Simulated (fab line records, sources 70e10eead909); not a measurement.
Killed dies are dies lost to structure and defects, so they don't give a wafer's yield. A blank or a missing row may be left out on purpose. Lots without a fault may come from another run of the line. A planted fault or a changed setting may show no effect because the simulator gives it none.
Chamber matching | flow nand_harc | NHARC_A_DECK1_JOINT_CMP_02 on cmp-04: 4 sister chambers
The step polishes SiOx. 8 wafers are shown with their chamber, then 7 later ones without.

WAFERS WITH THEIR CHAMBER
wafer  | chamber | motor_current_A (A) | slurry_filter_dp_kPa (kPa)
L814.6 | 0       | 11.1                | 13.31
L816.6 | 3       | 12.6                | 13.25
L821.6 | 2       | 12.2                | 13.68
L824.1 | 3       | 12.1                | 13.42
L824.2 | 1       | 12.3                | 13.17
L824.4 | 2       | 11.6                | 13.52
L826.2 | 1       | 12.7                | 13.76
L826.4 | 0       | 11.2                | 13.38

WAFERS WITHOUT THEIR CHAMBER
wafer  | motor_current_A (A) | slurry_filter_dp_kPa (kPa)
L826.5 | 11.9                | 13.51
L835.1 | 12.6                | 13.73
L835.4 | 11.2                | 13.38
L835.5 | 12.5                | 13.67
L837.3 | 12.9                | 13.67
L837.4 | 12.4                | 13.60
L837.6 | 11.6                | 13.63

WHICH CHAMBER EACH WENT THROUGH
wafer  | from the rows above          | in truth
L826.5 | can't be placed: 2 or 3 or 1 | 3
L835.1 | can't be placed: 1 or 3 or 2 | 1
L835.4 | 0                            | 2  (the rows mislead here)
L835.5 | can't be placed: 1 or 3 or 2 | 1
L837.3 | can't be placed: 1 or 3 or 2 | 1
L837.4 | can't be placed: 1 or 3 or 2 | 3
L837.6 | can't be placed: 2 or 0 or 3 | 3
Placed correctly: 0 of 7. Can't be placed from these rows: 6 (the true chamber is among the candidates in 6). Placed wrongly: 1.
How it was worked out, from the rows above alone: a wafer's distance from a chamber is the root of the sum, over the readings, of the square of ((its reading less the chamber's mean) divided by the reading's scatter). The wafer belongs to the nearest chamber; if the next one is less than 2 further off, it can't be placed. A chamber's mean is the mean of its shown wafers. The scatter: the root of (the sum of the squares of (reading less its chamber's mean) over the shown wafers, divided by (wafers less chambers)).
